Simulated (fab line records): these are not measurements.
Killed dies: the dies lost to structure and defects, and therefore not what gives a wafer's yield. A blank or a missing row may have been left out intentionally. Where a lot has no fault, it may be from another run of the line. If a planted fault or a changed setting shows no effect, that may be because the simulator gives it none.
Comparing a struck lot with a sound one :: flow nandHarc :: 14 out of 1302 route steps
Sound: wafers L791.1, L791.4, L791.6. Wafers struck: L800.1, L800.3, L800.6. The cause is given at the end.
For every step that has rows: the tool of each side, followed by ch and its chambers, followed by its first start. Under that, the readings that differ: sound wafers :: struck wafers :: difference of the means :: sigmas: that difference in standard deviations of wafers without a fault.
alike: same words and numbers on both sides, and readings whose means sit less than 2 such deviations apart. not compared: any withheld reading, any reading some wafer has no value for, any bound like >300 that may hide the same value, and any number with overlapping values for which the record gives no deviation.
Wherever a step has rows on one side only, a row that says differs or no value, or a row with sigmas, the two part there. Numbers that have no deviation but don't overlap get no sigmas and don't part them. Lack of a reading on every wafer of one side parts them only where that side has two or more wafers.

NHARC_P_M0_CMP_23: polishes, t overpolish 20 s, target thk 117.54 nm.
  sound on cmp-04 ch 0,2,3, day 8 01:01; struck on cmp-02 ch 0,2,3, day 12 06:11
  alike: motorCurrentA, timeToEndpointS
NHARC_P_M0_THK_MEAS_24: measures by xrf.
  sound on filmMetro-02, day 8 01:20; struck on filmMetro-01, day 12 06:27
  alike: thkNm
following that, these wafers have no rows for 1 step: NHARC_P_M0_SRD_25.
NHARC_P_M0_INSPECT_27:
  sound on defectInspect-02, day 8 01:29; struck on defectInspect-02, day 12 06:36
  alike: rawDefectCount
NHARC_P_M0_PRE_CLEAN_31: time 12 s.
  sound on pecvd-03 ch 0,2, day 8 01:33; struck on pecvd-01 ch 1,2, day 12 06:51
  alike: heaterPowerW
NHARC_P_M0_DEP_32: deposits SiCN, target thk 30 nm.
  sound on pecvd-03 ch 0,2, day 8 01:38; struck on pecvd-01 ch 1,2, day 12 06:58
  alike: heaterPowerW
then, 5 steps without rows for these wafers: NHARC_P_M1_DEP_00 (deposits SiOC, target thk 182.5 nm); NHARC_P_M1_DEHYDRATE_01 (time 120 s); NHARC_P_M1_HMDS_02 (time 30 s); NHARC_P_M1_COAT_34 (time 65 s); NHARC_P_M1_COAT_03 (resist thk 90 nm).
NHARC_P_M1_SOFTBAKE_04: time 55 s.
  sound on lithoTrack-01 ch 0, day 8 02:00; struck on lithoTrack-01 ch 0, day 12 07:00
reading: heaterPowerTotalW (W)
sound: 188.41 188.53 188.32
struck: 180.00 179.91 180.21
difference: -8.38
sigmas: -70
following that, these wafers have no rows for 1 step: NHARC_P_M1_EBR_05.
-- the record jumps here: 18 days lie between the struck wafers' starts before and after (it left off in module P_M1 and takes up again in module END, whose first step shown is number 1302 of the route) --
NHARC_END_SORT_01:
  sound on prober-01 ch 0, day 25 22:10; struck on prober-02 ch 0, day 30 08:31
  alike: defectLimitedYield, killedAtArray, killedAtOther, killedAtPeriphery, killedDies, killedOpen, killedShort

WHERE THEY PART
Within this record, at NHARC_P_M1_SOFTBAKE_04 only. Later steps at which nothing parts them and some readings are alike: NHARC_END_SORT_01.

WHY: whatever the simulator had introduced
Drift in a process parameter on lithoTrack-01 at NHARC_P_M1_SOFTBAKE_04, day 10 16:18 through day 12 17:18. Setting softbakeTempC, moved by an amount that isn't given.
